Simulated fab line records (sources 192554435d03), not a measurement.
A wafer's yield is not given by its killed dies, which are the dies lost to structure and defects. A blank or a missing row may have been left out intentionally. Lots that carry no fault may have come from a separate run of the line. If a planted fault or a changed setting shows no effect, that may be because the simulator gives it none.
A struck lot beside a sound one -- flow n5Finfet -- 16 out of 1938 route steps
Sound: these wafers, L415.1, L415.5. Wafers L412.1, L412.3, L412.5 were the ones struck. At the end, the cause is stated.
For every step that has rows: the tool of each side, followed by ch and its chambers, followed by its first start. Under that, the readings that differ: sound wafers -- struck wafers -- difference of the means -- sigmas: that difference in standard deviations of wafers without a fault.
alike: a reading whose means differ by less than 2 such deviations, as well as words and numbers matching on both sides. not compared: withheld readings; readings where some wafer has no value; bounds like >300 that might hide an equal value; numbers whose values overlap and for which the record gives no deviation.
Wherever a step has rows on one side only, a row that says differs or no value, or a row with sigmas, the two part there. Numbers that have no deviation but don't overlap get no sigmas and don't part them. A reading that every wafer of one side lacks parts them only if that side has two wafers or more.

first, 5 steps without rows for these wafers: N5_BEOL_M4_EBR_24; N5_BEOL_M4_SOFTBAKE_23 (time 60 s); N5_BEOL_M4_EXPOSE_25 (exposes mask V3, defocus 5 nm); N5_BEOL_M4_PEB_26 (peb time 60 s); N5_BEOL_M4_DEVELOP_27 (develop time 30 s).
N5_BEOL_M4_CD_MEAS_28: target cd 26.2 nm, target cd y 24.1 nm.
  sound on cdSem-01 ch 0, day 12 09:40; struck on cdSem-02 ch 0, day 11 14:40
  alike: cdNm
N5_BEOL_M4_OVL_MEAS_29:
  sound on overlay-01 ch 0, day 12 09:41; struck on overlay-02 ch 0, day 11 14:42
  alike: V3_OVL
N5_BEOL_M4_INSPECT_30: inspects for defects (brightfield).
  struck on defectInspect-02, day 11 14:46; sound on defectInspect-01, day 12 09:45
  alike: rawDefectCount
N5_BEOL_M4_DESCUM_33: chemistry O2, time 7 s.
  sound on rieDiel-06 ch 1,3, day 12 10:25; struck on rieDiel-06 ch 0,3, day 11 14:47
  alike: drypumpMotorCurrentA, oesProductAu, rfVppV, showerheadPlenumPTorr, throttleValvePct
  not compared: rfHoursCounterH
N5_BEOL_M4_ETCH_77: etches underlayer in N2/H2, target depth 6.5 nm, time 5.2 s.
  sound on rieDiel-06 ch 1,3, day 12 10:26; struck on rieDiel-06 ch 0,3, day 11 14:50
  alike: drypumpMotorCurrentA, etchRfOnTimeS, oesProductAu, rfVppV, showerheadPlenumPTorr, throttleValvePct
  not compared: rfHoursCounterH
N5_BEOL_M4_ETCH_69: etches SiARC in CF4, target depth 15.6 nm, time 26 s.
  sound on rieDiel-06 ch 1,3, day 12 10:28; struck on rieDiel-06 ch 0,3, day 11 14:50
  alike: drypumpMotorCurrentA, etchRfOnTimeS, oesProductAu, rfVppV, showerheadPlenumPTorr, throttleValvePct
  not compared: rfHoursCounterH
N5_BEOL_M4_ALD_98: deposits SiO2, target thk 2.5 nm, pulse time 1 s, co reactant pulse time 1 s.
  sound on aldSin-02 ch 0,1, day 12 11:44; struck on aldSin-03 ch 0,1,2, day 11 15:23
  alike: heaterPowerW, precursorPulseHeightRel
N5_BEOL_M4_ETCHBACK_99: etches SiO2 in CHF3, target depth 5 nm, time 10.4 s.
  sound on rieDiel-04 ch 1,3, day 12 12:07; struck on rieDiel-04 ch 1,3, day 11 17:18
  no value came back on the struck wafers for any of 8 readings (CHF3_flow_sccm (sccm), biasW (W) and others); on the sound wafers CHF3_flow_sccm (sccm) reads 11.96 12.02
reading,sound,struck,difference,sigmas
model.CAR-EUV_of_BEOL_M4_COAT_22.thkNm (nm),10.6 10.4,11 11.2 11.2,+1,
  not compared: rfHoursCounterH
N5_BEOL_M4_ETCH_70: etches SOC in N2/H2, target depth 80 nm, overetch 24 nm, time 130 s.
  sound on rieDiel-04 ch 1,3, day 12 12:09; struck on rieDiel-04 ch 1,3, day 11 17:20
  alike: drypumpMotorCurrentA, oesProductAu, rfVppV, showerheadPlenumPTorr, throttleValvePct
  not compared: rfHoursCounterH
N5_BEOL_M4_RC_MEAS_101:
  the record has rows for the sound wafers here (prober-01 ch 0, day 12 16:59) and none for the struck ones
-- record jumps: 4 days separate the struck wafers' starts on either side; left off in module BEOL_M4, taken up again in module PASSIVATION, whose first shown step is the route's number 1936 --
N5_PASSIVATION_PROBE_49:
  rows exist in the record for the struck wafers here (prober-01, day 15 15:48), but not for the sound ones

== WHERE THEY PART ==
At N5_BEOL_M4_ETCHBACK_99 first; at N5_PASSIVATION_PROBE_49 last (within this record only).

WHY: what had been put in by the simulator
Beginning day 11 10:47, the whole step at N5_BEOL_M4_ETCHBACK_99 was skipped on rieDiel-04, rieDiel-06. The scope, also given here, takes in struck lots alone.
